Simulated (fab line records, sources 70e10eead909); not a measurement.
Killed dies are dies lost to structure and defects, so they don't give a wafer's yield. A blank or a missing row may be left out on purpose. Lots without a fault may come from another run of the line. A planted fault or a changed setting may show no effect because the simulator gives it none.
One fault seen from 2 desks | flow nand_harc | each desk has only its own numbers; what lay behind them comes last

THE METROLOGY DESK
What the gauges read, lot by lot, whatever tool the lot ran on: means of the sampled wafers that have a number. A lot is out of limits, marked OUT, if its mean lies more than 4 standard deviations from the usual mean; the brackets give that distance.
Columns: A = cd_nm at NHARC_A_CONTACT_CD_MEAS_15, usual 190.0 nm
lot  | first seen here | A
L282 | day 22 05:42    | 189.9
L283 | day 23 00:46    | 189.9
L285 | day 23 08:14    | 190.2
L286 | day 24 00:19    | 189.7
L287 | day 24 11:12    | 189.4
L289 | day 25 01:08    | 189.7
L297 | day 28 14:57    | 189.8
L298 | day 29 12:25    | 190.1
L302 | day 30 11:56    | 190.0
L303 | day 31 11:02    | 190.5
L304 | day 32 01:01    | 189.7
L305 | day 32 16:40    | 189.7
This desk's finding: nothing out of limits on any of the 12 lots.

THE TOOL OWNER'S DESK: rie_diel-05
The tool's own readings at NHARC_A_BLC_ETCH_16 (etches the open film in CF4, target depth 39 nm, time 65 s): means of the sampled wafers that have a number, for each lot that ran on this tool. A lot is out of limits, marked OUT, if its mean lies more than 4 standard deviations from the usual mean; the brackets give that distance.
Columns: A = chamber_pressure_mTorr at NHARC_A_BLC_ETCH_16, usual 50.00 mTorr; B = drypump_motor_current_A at NHARC_A_BLC_ETCH_16, usual 5.6 A; C = oes_product_au at NHARC_A_BLC_ETCH_16, usual 1.001 a.u.; D = rf_vpp_V at NHARC_A_BLC_ETCH_16, usual 150.8 V; E = run_length_s at NHARC_A_BLC_ETCH_16, usual 86.3 s; F = showerhead_plenum_p_Torr at NHARC_A_BLC_ETCH_16, usual 1.73 Torr; G = throttle_valve_pct at NHARC_A_BLC_ETCH_16, usual 13.285 %
lot  | first seen here | A     | B   | C     | D     | E              | F    | G
L282 | day 22 08:50    | 50.03 | 5.6 | 1.003 | 151.0 | 86.0           | 1.76 | 13.274
L286 | day 24 03:37    | 50.00 | 6.0 | 1.010 | 149.5 | 86.3           | 1.68 | 13.293
L289 | day 25 04:16    | 49.98 | 5.6 | 0.990 | 151.9 | 86.2           | 1.78 | 13.278
L297 | day 28 18:45    | 49.98 | 5.3 | 1.000 | 150.3 | 81.7 (-12) OUT | 1.76 | 13.275
This desk's finding: out of limits on L297; first on L297, day 28 18:45 (run_length_s at NHARC_A_BLC_ETCH_16). In limits: L282, L286, L289.

PUT TOGETHER
The tool owner's desk could have raised an alarm at day 28 18:45, on L297.
The metrology desk saw nothing out of limits.
The metrology desk has L297 on record, within its limits.
Of the lots named, all ran NHARC_A_BLC_ETCH_16 on rie_diel-05.

WHAT THE SIMULATOR HAD PUT IN
Process parameter drift: rie_diel-05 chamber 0, from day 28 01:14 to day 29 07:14, at NHARC_A_BLC_ETCH_16. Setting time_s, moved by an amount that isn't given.
Lots struck among those shown: L297.
Hours from the fault's start to each desk's first reading out of limits: the tool owner's desk, 18.
